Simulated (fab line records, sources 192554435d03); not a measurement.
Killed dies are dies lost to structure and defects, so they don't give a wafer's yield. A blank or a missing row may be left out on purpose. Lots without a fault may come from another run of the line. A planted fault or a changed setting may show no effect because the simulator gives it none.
A struck lot beside a sound one | flow n5_finfet | 17 steps out of a route of 1938
Sound: wafers L337.1, L337.4, L337.5. Struck: wafer L351.4. (L351.6 of the same lot was not struck and is left out.) The cause comes at the end.
At each step with rows: each side's tool, then ch and its chambers, then its first start. Under that, the readings that differ: sound wafers | struck wafers | difference of the means | sigmas: that difference in standard deviations of wafers without a fault.
alike: readings whose means differ by less than 2 such deviations, and words and numbers that are the same on both sides. not compared: withheld readings, readings that some wafer has no value for, bounds like >300 that may hide the same value, and numbers for which the record gives no deviation and whose values overlap.
The two part at a step that has a row with sigmas, a row that says differs or no value, or rows on one side only. Numbers that don't overlap but have no deviation are shown without sigmas and don't part them. A reading that every wafer of one side lacks parts them only if that side has two wafers or more.

first, 9 steps without rows for these wafers: N5_GATE_CUT_COAT_34 (time 60 s, resist thk 60 nm); N5_GATE_CUT_COAT_35 (time 60 s, resist thk 10 nm); N5_GATE_CUT_COAT_27 (time 60 s, resist thk 10 nm); N5_GATE_CUT_COAT_07 (resist thk 30 nm); N5_GATE_CUT_EBR_09; N5_GATE_CUT_SOFTBAKE_08 (time 60 s); N5_GATE_CUT_EXPOSE_10 (exposes mask GATE CUT, target cd 20 nm); N5_GATE_CUT_PEB_11 (peb time 60 s); N5_GATE_CUT_DEVELOP_12 (develop time 30 s).
N5_GATE_CUT_CD_MEAS_13: target cd 20 nm.
  sound on cd_sem-03 ch 0, day 6 10:50; struck on cd_sem-03 ch 0, day 10 03:26
  reading    | sound             | struck | difference | sigmas
  cd_nm (nm) | 20.03 20.07 20.14 | 19.47  | -0.61      | -2
N5_GATE_CUT_OVL_MEAS_14:
  sound on overlay-01 ch 0, day 6 10:52; struck on overlay-01 ch 0, day 10 03:29
  alike: GATE_CUT_OVL
N5_GATE_CUT_INSPECT_15: inspects for defects (brightfield).
  sound on defect_inspect-02, day 6 10:56; struck on defect_inspect-01, day 10 03:31
  alike: raw_defect_count
N5_GATE_CUT_DESCUM_18: chemistry O2, time 7 s.
  sound on rie_diel-06 ch 2,3, day 6 10:58; struck on rie_diel-06 ch 2, day 10 03:38
  reading                                       | sound        | struck | difference | sigmas
  model.CAR-EUV_of_GATE_CUT_COAT_07.thk_nm (nm) | 26.2 26.2 26 | 26.4   | +0.3       |
  alike: chamber_pressure_mTorr, drypump_motor_current_A, oes_product_au, rf_vpp_V, showerhead_plenum_p_Torr, temp_c, throttle_valve_pct
  not compared: rf_hours_counter_h
N5_GATE_CUT_ETCH_28: etches underlayer in N2/H2, target depth 13 nm, time 10.4 s.
  sound on rie_diel-06 ch 2,3, day 6 11:00; struck on rie_diel-06 ch 2, day 10 03:40
  reading                                       | sound             | struck | difference | sigmas
  etch_rf_on_time_s (s)                         | 10.11 10.41 10.02 | 10.60  | +0.42      | +2
  model.CAR-EUV_of_GATE_CUT_COAT_07.thk_nm (nm) | 14.8 14.8 14.8    | 15     | +0         |
  alike: bias_w, chamber_pressure_mTorr, drypump_motor_current_A, oes_product_au, rf_vpp_V, showerhead_plenum_p_Torr, throttle_valve_pct
  not compared: rf_hours_counter_h
N5_GATE_CUT_ETCH_36: etches SiARC in CF4, target depth 13 nm, time 21.7 s.
  sound on rie_diel-06 ch 2,3, day 6 11:01; struck on rie_diel-06 ch 2, day 10 03:41
  reading                | sound             | struck | difference | sigmas
  bias_w (W)             | 35.93 36.24 35.80 | 35.73  | -0.26      | -2
  throttle_valve_pct (%) | 15.34 15.93 15.35 | 16.00  | +0.46      | +2
  alike: chamber_pressure_mTorr, drypump_motor_current_A, etch_rf_on_time_s, oes_product_au, rf_vpp_V, showerhead_plenum_p_Torr
  not compared: rf_hours_counter_h
-- the record jumps here: 4 days lie between the struck wafers' starts before and after (it left off in module GATE_CUT and takes up again in module BEOL_M4, whose first step shown is number 1111 of the route) --
N5_BEOL_M4_RC_MEAS_101:
  sound on prober-01 ch 0, day 9 21:38; struck on prober-02 ch 0, day 13 16:29
  reading        | sound             | struck | difference | sigmas
  IOFF_N (nA/um) | 0.144 0.162 0.127 | 0.195  | +0.051     | +2
  ION_N (uA/um)  | 664 670 657       | 686    | +22        | +2
  alike: DIBL_N, DIBL_P, IOFF_P, ION_P, SS_N, SS_P, VT_N, VT_P
then, 1 step without rows for these wafers: N5_PASSIVATION_PROBE_49.

WHERE THEY PART
First at N5_GATE_CUT_CD_MEAS_13; last, within this record, at N5_BEOL_M4_RC_MEAS_101.

WHY: what the simulator had put in
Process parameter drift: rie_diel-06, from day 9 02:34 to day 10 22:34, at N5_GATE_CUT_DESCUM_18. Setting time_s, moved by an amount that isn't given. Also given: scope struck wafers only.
